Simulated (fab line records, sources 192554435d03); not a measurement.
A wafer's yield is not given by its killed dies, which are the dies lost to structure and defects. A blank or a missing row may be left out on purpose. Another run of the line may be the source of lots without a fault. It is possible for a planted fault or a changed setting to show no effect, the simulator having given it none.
A struck lot beside a sound one + flow n5 finfet + 14 out of 1938 route steps
Sound: these wafers, L812.3, L812.5, L812.6. Struck: wafer L822.3. (L822.2 of the same lot was not struck and is left out.) The cause comes at the end.
Each step with rows lists, per side, the tool, then ch with its chambers, then its first start. Under that, the readings that differ: sound wafers + struck wafers + difference of the means + sigmas: that difference in standard deviations of wafers without a fault.
alike: same words and numbers on both sides, and readings whose means sit less than 2 such deviations apart. not compared: any withheld reading, any reading some wafer has no value for, any bound like >300 that may hide the same value, and any number with overlapping values for which the record gives no deviation.
Wherever a step has rows on one side only, a row that says differs or no value, or a row with sigmas, the two part there. Numbers that don't overlap but have no deviation are shown without sigmas and don't part them. A reading missing from all wafers of one side parts the sides only when that side holds two or more wafers.

first, 1 step without rows for these wafers: N5_BEOL_M10_DEVELOP_27 (develop time 30 s).
N5_BEOL_M10_CD_MEAS_28: the cd target is 70 nm.
  sound on cd sem-02 ch 0, day 10 06:24; struck on cd sem-03 ch 0, day 12 15:47
  alike: cd nm
N5_BEOL_M10_OVL_MEAS_29:
  sound on overlay-02 ch 0, day 10 06:26; struck on overlay-02 ch 0, day 12 15:49
  alike: V9_OVL
N5_BEOL_M10_INSPECT_30: inspects for defects (brightfield).
  sound on defect inspect-01, day 10 06:27; struck on defect inspect-02, day 12 15:50
  alike: raw defect count
N5_BEOL_M10_DESCUM_33: chemistry O2, time 7.9 s.
  sound on rie diel-03 ch 0,3, day 10 06:59; struck on rie diel-03 ch 1, day 12 15:52
| reading                | sound             | struck | difference | sigmas |
|------------------------|-------------------|--------|------------|--------|
| throttle valve pct (%) | 20.78 20.68 20.78 | 20.13  | -0.62      | -3     |
  alike: bias power w, drypump motor current A, oes product au, rf fwd power W, rf vpp V, showerhead plenum p Torr
  not compared: rf hours counter h
then, 1 step without rows for these wafers: N5_BEOL_M10_ETCH_65 (etches SiARC in CF4, target depth 39 nm, time 65 s).
N5_BEOL_M10_ETCH_66: etches SOC in N2/H2, target depth 120 nm, overetch 24 nm, time 180 s.
  sound on rie diel-03 ch 0,3, day 10 07:05; struck on rie diel-03 ch 1, day 12 15:57
| reading                | sound             | struck | difference | sigmas |
|------------------------|-------------------|--------|------------|--------|
| throttle valve pct (%) | 18.30 18.22 18.29 | 17.39  | -0.88      | -3     |
  alike: drypump motor current A, oes product au, rf fwd power W, rf vpp V, showerhead plenum p Torr
  not compared: rf hours counter h
then, 1 step without rows for these wafers: N5_BEOL_M10_STRIP_69 (strips in N2/H2).
N5_BEOL_M10_VIA_ETCH_34: etches SiCOH lowk in C4F6/O2, target depth 184.5 nm, time 69.2 s.
  sound on rie diel-03 ch 0,3, day 10 07:12; struck on rie diel-03 ch 1, day 12 16:05
| reading                | sound             | struck | difference | sigmas |
|------------------------|-------------------|--------|------------|--------|
| throttle valve pct (%) | 21.17 21.42 21.19 | 20.74  | -0.52      | -3     |
  alike: drypump motor current A, oes product au, rf fwd power W, rf vpp V, showerhead plenum p Torr
  not compared: rf hours counter h
then, 1 step without rows for these wafers: N5_BEOL_M10_STRIP_73 (strips in C4F6/O2).
N5_BEOL_M10_STRIP_36: strips in N2/H2.
  sound on rie diel-03 ch 0,3, day 10 07:16; struck on rie diel-03 ch 1, day 12 16:08
| reading                | sound          | struck | difference | sigmas |
|------------------------|----------------|--------|------------|--------|
| throttle valve pct (%) | 24.2 24.0 24.1 | 22.9   | -1.2       | -3     |
  alike: bias power w, drypump motor current A, oes product au, rf vpp V, showerhead plenum p Torr
  not compared: rf hours counter h
N5_BEOL_M10_TRENCH_ETCH_37: etches SiCOH lowk in C4F6/O2, target depth 148.83 nm, time 48 s.
  sound: rie diel-03 ch 0,3; struck: rie diel-03 ch 1
| reading                | sound             | struck | difference | sigmas |
|------------------------|-------------------|--------|------------|--------|
| throttle valve pct (%) | 21.20 21.45 21.21 | 20.77  | -0.52      | -3     |
  alike: drypump motor current A, oes product au, rf fwd power W, rf vpp V, showerhead plenum p Torr
  not compared: rf hours counter h
N5_BEOL_M10_ETCH_41: etches SiCN in CH3F/O2, target depth 42.6 nm, time 86 s.
  sound on rie diel-03 ch 0,3, day 10 07:21; struck on rie diel-03 ch 1, day 12 16:13
| reading                  | sound             | struck | difference | sigmas |
|--------------------------|-------------------|--------|------------|--------|
| oes product au (a.u.)    | 0.70 0.68 0.69    | 1.14   | +0.45      | +5     |
| throttle valve pct (%)   | 16.65 16.81 16.67 | 16.15  | -0.56      | -3     |
| model.etch.depth nm (nm) | 31.79 32.02 31.56 | 53.64  | +21.85     |        |
  alike: drypump motor current A, rf fwd power W, rf vpp V, showerhead plenum p Torr
  not compared: rf hours counter h
then, 1 step without rows for these wafers: N5_BEOL_M10_STRIP_77 (strips in N2/H2, time 10 s).

WHERE THEY PART
Last at N5_BEOL_M10_ETCH_41 as far as this record goes, first at N5_BEOL_M10_DESCUM_33.

WHY: whatever the simulator had introduced
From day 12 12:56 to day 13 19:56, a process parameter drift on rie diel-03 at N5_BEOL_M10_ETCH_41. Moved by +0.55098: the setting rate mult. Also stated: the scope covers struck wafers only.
